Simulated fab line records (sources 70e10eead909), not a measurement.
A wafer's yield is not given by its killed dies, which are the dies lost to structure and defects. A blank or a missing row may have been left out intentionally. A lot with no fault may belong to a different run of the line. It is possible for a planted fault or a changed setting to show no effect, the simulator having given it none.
Chamber matching / flow nand harc / NHARC_A_CHANNEL_HOLE_D1_DESCUM_15 on rie diel-12 has 4 sister chambers
The step chemistry O2, time 3 s. 8 wafers are shown with their chamber, then 8 later ones without.

== EACH WAFER AND ITS CHAMBER ==
wafer=L080.1; chamber=2; oes product au (a.u.)=0.996; throttle valve pct (%)=11.326
wafer=L085.3; chamber=2; oes product au (a.u.)=0.998; throttle valve pct (%)=11.318
wafer=L085.6; chamber=0; oes product au (a.u.)=0.972; throttle valve pct (%)=11.302
wafer=L086.4; chamber=0; oes product au (a.u.)=0.991; throttle valve pct (%)=11.313
wafer=L089.2; chamber=1; oes product au (a.u.)=1.025; throttle valve pct (%)=11.305
wafer=L089.3; chamber=3; oes product au (a.u.)=1.024; throttle valve pct (%)=11.305
wafer=L089.6; chamber=3; oes product au (a.u.)=1.016; throttle valve pct (%)=11.310
wafer=L090.1; chamber=1; oes product au (a.u.)=1.017; throttle valve pct (%)=11.306

== WAFERS WHOSE CHAMBER IS MISSING ==
wafer=L090.3; oes product au (a.u.)=1.018; throttle valve pct (%)=11.301
wafer=L090.5; oes product au (a.u.)=1.015; throttle valve pct (%)=11.318
wafer=L094.1; oes product au (a.u.)=0.995; throttle valve pct (%)=11.307
wafer=L094.4; oes product au (a.u.)=1.024; throttle valve pct (%)=11.312
wafer=L094.6; oes product au (a.u.)=1.005; throttle valve pct (%)=11.323
wafer=L096.3; oes product au (a.u.)=1.014; throttle valve pct (%)=11.309
wafer=L096.4; oes product au (a.u.)=0.996; throttle valve pct (%)=11.321
wafer=L096.6; oes product au (a.u.)=1.012; throttle valve pct (%)=11.308

== WHICH CHAMBER EACH ONE RAN IN ==
wafer=L090.3; from the rows above=can't be placed: 1 or 3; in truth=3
wafer=L090.5; from the rows above=can't be placed: 3 or 2 or 1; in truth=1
wafer=L094.1; from the rows above=can't be placed: 0 or 2 or 3 or 1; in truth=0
wafer=L094.4; from the rows above=can't be placed: 3 or 1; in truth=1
wafer=L094.6; from the rows above=2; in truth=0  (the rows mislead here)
wafer=L096.3; from the rows above=can't be placed: 3 or 1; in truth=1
wafer=L096.4; from the rows above=2; in truth=2
wafer=L096.6; from the rows above=can't be placed: 3 or 1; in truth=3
Correct placement for 1 of the 8. Can't be placed from these rows: 6 (the true chamber is among the candidates in 6). Wrongly placed: 1.
How it was worked out, from the rows above alone: a wafer's distance from a chamber is the root of the sum, over the readings, of the square of ((its reading less the chamber's mean) divided by the reading's scatter). The wafer belongs to the nearest chamber; if the next one is less than 2 further off, it can't be placed. The mean given for a chamber averages the wafers shown for that chamber. The scatter is the square root of a quotient: the sum, over the shown wafers, of each reading's squared deviation from its chamber's mean, divided by wafers minus chambers.
